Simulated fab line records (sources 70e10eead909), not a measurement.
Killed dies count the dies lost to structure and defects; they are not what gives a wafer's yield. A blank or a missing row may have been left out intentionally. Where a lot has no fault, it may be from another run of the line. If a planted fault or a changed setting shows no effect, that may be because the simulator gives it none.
8D (eight disciplines) problem report, filled in by code | flow nandHarc | the parts of the form that need people (team, actions taken, sign-off) are left out

1. PROBLEM STATEMENT
Wafers without a fault read 57, standard deviation 16; killedDies at NHARC_END_SORT_01 reads a mean of 246 on 3 wafers belonging to 3 lots. Measured from the usual mean, that is +12 standard deviations.
The first sign was on wafer L333.1 at day 30 12:15, on prober-02. The record has a number at this step for 9 wafers belonging to 3 lots. The rule behind "out" and "out of limits": a value lying over 4 standard deviations away from the usual mean. Any other wafer with a number is counted as sound.

2. WHAT IT IS; WHAT IT IS NOT
question                    | is                        | is not
which readings at this step | killedDies, killedAtArray | killedAtOther, killedAtPeriphery
which lots                  | L333, L334, L335          | -
which wafers of those lots  | L333.1, L334.5, L335.1    | L333.3, L333.4, L334.4, L334.6, L335.3, L335.4
read on which gauges        | prober-01, prober-02      | -
when                        | from day 30 12:15         | up to then (0 sound wafers); but 6 sound wafers of L333, L334, L335 came after

3. SUSPECTS, AND WHAT RULES EACH OUT
Counting: any tool at a process step up to the reading remains a suspect provided it ran every lot that is out. Sound lots after the first of them don't rule it out here, since some wafers of a struck lot are sound.
- the gauge at NHARC_END_SORT_01 has been ruled out. Those wafers that are out were read across 2 gauges (prober-01, prober-02).
- rieDiel-09 at NHARC_A_STAIRCASE_ETCH_197 (etches the open film in C4F8/O2, target depth 100 nm, time 40.5 s): kept. It ran every lot that is out, first L333 (day 22 08:40). Its own readings are out on those wafers: runLengthS.
- rieDiel-09 at NHARC_A_STAIRCASE_TRIM_202 (chemistry O2, time 211.2 s): kept. It ran every lot that is out, first L333 (day 30 12:15). NHARC_A_STAIRCASE_TRIM_202 gives no start for some lots, so the hours and the order of its lots are those of NHARC_END_SORT_01.
Remaining after the count are rieDiel-09 at NHARC_A_STAIRCASE_ETCH_197 and rieDiel-09 at NHARC_A_STAIRCASE_TRIM_202.

4. THE CAUSE (what the simulator had put in)
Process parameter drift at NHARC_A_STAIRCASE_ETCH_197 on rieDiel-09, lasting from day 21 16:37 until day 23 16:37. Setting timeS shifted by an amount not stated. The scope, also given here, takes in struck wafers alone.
Counting left 2 suspects, and this tool is among them.

5. THE CHAIN OF EFFECTS, in route order
Each row: a reading whose mean over the struck wafers that have a number lies more than 3 standard deviations from the usual. Only readings whose record carries a usual standard deviation are examined. hours: median over the lots of the time between each lot's start at the first step of this table that gives one and its start at this step. sigmas: the change, counted in usual standard deviations.
hours | step                       | reading       | usual  | on struck wafers | change | sigmas
0     | NHARC_A_STAIRCASE_ETCH_197 | runLengthS    | 61.8 s | 52.0             | -9.8   | -32
209   | NHARC_END_SORT_01          | killedAtArray | 52     | 240              | +188   | +12
209   | NHARC_END_SORT_01          | killedDies    | 57     | 246              | +189   | +12
Here are the process steps it includes:
- NHARC_A_STAIRCASE_ETCH_197: etches the open film in C4F8/O2, target depth 100 nm, time 40.5 s.

6. HOW IT WOULD HAVE BEEN CAUGHT EARLIER
The first out-of-limits reading at a measuring or inspecting step in this record came at day 30 12:15, 212 hours after the fault's start at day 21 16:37.
At NHARC_A_STAIRCASE_ETCH_197, the tool's own readings (runLengthS) were out on each struck wafer the step has a row for, so an alarm limit on them would have fired on the first such wafer.
Lots out: 3; all had begun NHARC_A_STAIRCASE_ETCH_197 on rieDiel-09 by day 30 12:15. A hold on the tool at that time would have spared none of them.
